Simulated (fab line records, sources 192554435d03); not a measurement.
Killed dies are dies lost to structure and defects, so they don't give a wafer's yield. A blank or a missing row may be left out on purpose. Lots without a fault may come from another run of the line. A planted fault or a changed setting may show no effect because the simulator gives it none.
A struck lot beside a sound one | flow n5_finfet | 14 steps out of a route of 1938
Sound: wafers L905.2, L905.3, L905.6. Struck: wafer L917.6. (L917.2 of the same lot was not struck and is left out.) The cause comes at the end.
At each step with rows: each side's tool, then ch and its chambers, then its first start. Under that, the readings that differ: sound wafers | struck wafers | difference of the means | sigmas: that difference in standard deviations of wafers without a fault.
alike: readings whose means differ by less than 2 such deviations, and words and numbers that are the same on both sides. not compared: withheld readings, readings that some wafer has no value for, bounds like >300 that may hide the same value, and numbers for which the record gives no deviation and whose values overlap.
The two part at a step that has a row with sigmas, a row that says differs or no value, or rows on one side only. Numbers that don't overlap but have no deviation are shown without sigmas and don't part them. A reading that every wafer of one side lacks parts them only if that side has two wafers or more.

first, 2 steps without rows for these wafers: N5_BEOL_M15_PRECLEAN_39 (cleans in residue remover, time 60 s); N5_BEOL_M15_SRD_40 (time 30 s, dry time 30 s).
N5_BEOL_M15_DEGAS_41: time 60 s.
  sound on pvd_sputter-02, day 15 04:43; struck on pvd_sputter-01, day 16 14:34
  alike: heater_power_w
N5_BEOL_M15_PRE_CLEAN_42: time 30 s.
  sound on pvd_sputter-02, day 15 04:46; struck on pvd_sputter-01, day 16 14:37
  alike: heater_power_w
N5_BEOL_M15_SPUTTER_43: material TaN, target thk 15 nm, time 24.19 s.
  sound on pvd_sputter-02, day 15 04:48; struck on pvd_sputter-01, day 16 14:39
  alike: throttle_valve_pct
N5_BEOL_M15_SPUTTER_44: material Ta, target thk 15 nm, time 24.19 s.
  sound on pvd_sputter-02, day 15 04:53; struck on pvd_sputter-01, day 16 14:44
  alike: throttle_valve_pct
then, 2 steps without rows for these wafers: N5_BEOL_M15_SPUTTER_45 (material Cu, target thk 100 nm, time 16.67 s); N5_BEOL_M15_ECD_47 (material Cu, target thk 1860 nm).
N5_BEOL_M15_ANNEAL_48: time 90 s.
  sound on rtp_anneal-01 ch 0, day 15 05:22; struck on rtp_anneal-01 ch 0, day 16 15:13
  alike: wafer_temp_C_max
then, 1 step without rows for these wafers: N5_BEOL_M15_CMP_49 (polishes, stops on SiO2, t overpolish 4.9 s, target thk 850 nm).
N5_BEOL_M15_THK_MEAS_50: measures by xrf.
  sound on film_metro-01, day 15 05:55; struck on film_metro-01, day 16 15:46
  alike: M15_THK
then, 1 step without rows for these wafers: N5_BEOL_M15_PRE_CLEAN_52 (time 15 s).
N5_BEOL_M15_DEP_53: deposits SiCN from 3MS/NH3, target thk 50 nm, time 17.8 s.
  sound on pecvd-03 ch 0,1,2, day 15 05:59; struck on pecvd-03 ch 1, day 16 15:49
  reading                                   | sound        | struck | difference | sigmas
  model.SiCN_of_BEOL_M15_DEP_53.thk_nm (nm) | 49 49.8 50.6 | 24     | -26        |
  alike: showerhead_plenum_p_Torr, showerhead_vpp_V, throttle_valve_pct
  not compared: rf_fwd_power_W
N5_BEOL_M15_RS_MEAS_54: measures by four-point-probe.
  sound on film_metro-01, day 15 06:03; struck on film_metro-02, day 16 15:53
  alike: M15_RS

WHERE THEY PART
Nowhere in this record.

WHY: what the simulator had put in
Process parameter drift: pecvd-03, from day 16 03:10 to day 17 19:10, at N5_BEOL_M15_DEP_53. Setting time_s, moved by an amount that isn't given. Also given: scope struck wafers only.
